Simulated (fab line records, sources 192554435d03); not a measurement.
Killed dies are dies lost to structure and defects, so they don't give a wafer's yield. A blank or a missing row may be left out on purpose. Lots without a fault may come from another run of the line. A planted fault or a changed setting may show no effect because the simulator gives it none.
Chamber matching | flow n5_finfet | N5_BEOL_M6_CURE_75 on uv_cure-03: 3 sister chambers
The step cures SiCOH lowk, time 120 s. 6 wafers are shown with their chamber, then 9 later ones without.

WAFERS WITH THEIR CHAMBER
wafer  | chamber | wafer_temp_C_max | lamp_power_pct (%)
L078.3 | 2       | 371.6            | 52.29
L078.5 | 2       | 372.0            | 52.30
L084.4 | 1       | 371.5            | 52.27
L084.5 | 1       | 371.3            | 52.27
L086.3 | 0       | 371.2            | 52.30
L086.4 | 0       | 371.6            | 52.28

WAFERS WITHOUT THEIR CHAMBER
wafer  | wafer_temp_C_max | lamp_power_pct (%)
L089.2 | 371.0            | 52.32
L089.3 | 370.9            | 52.36
L089.5 | 371.0            | 52.46
L087.1 | 371.0            | 52.25
L087.4 | 371.0            | 52.40
L087.6 | 371.0            | 52.30
L088.1 | 371.4            | 52.29
L088.2 | 370.9            | 52.34
L088.4 | 371.4            | 52.44

WHICH CHAMBER EACH WENT THROUGH
wafer  | from the rows above          | in truth
L089.2 | can't be placed: 0 or 2      | 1
L089.3 | can't be placed: 0 or 2      | 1
L089.5 | can't be placed: 2 or 0      | 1
L087.1 | can't be placed: 1 or 0      | 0
L087.4 | can't be placed: 2 or 0      | 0
L087.6 | can't be placed: 0 or 2 or 1 | 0
L088.1 | can't be placed: 0 or 2      | 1
L088.2 | can't be placed: 0 or 2      | 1
L088.4 | can't be placed: 2 or 0      | 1
Placed correctly: 0 of 9. Can't be placed from these rows: 9 (the true chamber is among the candidates in 3). Placed wrongly: 0.
How it was worked out, from the rows above alone: a wafer's distance from a chamber is the root of the sum, over the readings, of the square of ((its reading less the chamber's mean) divided by the reading's scatter). The wafer belongs to the nearest chamber; if the next one is less than 2 further off, it can't be placed. A chamber's mean is the mean of its shown wafers. The scatter: the root of (the sum of the squares of (reading less its chamber's mean) over the shown wafers, divided by (wafers less chambers)).
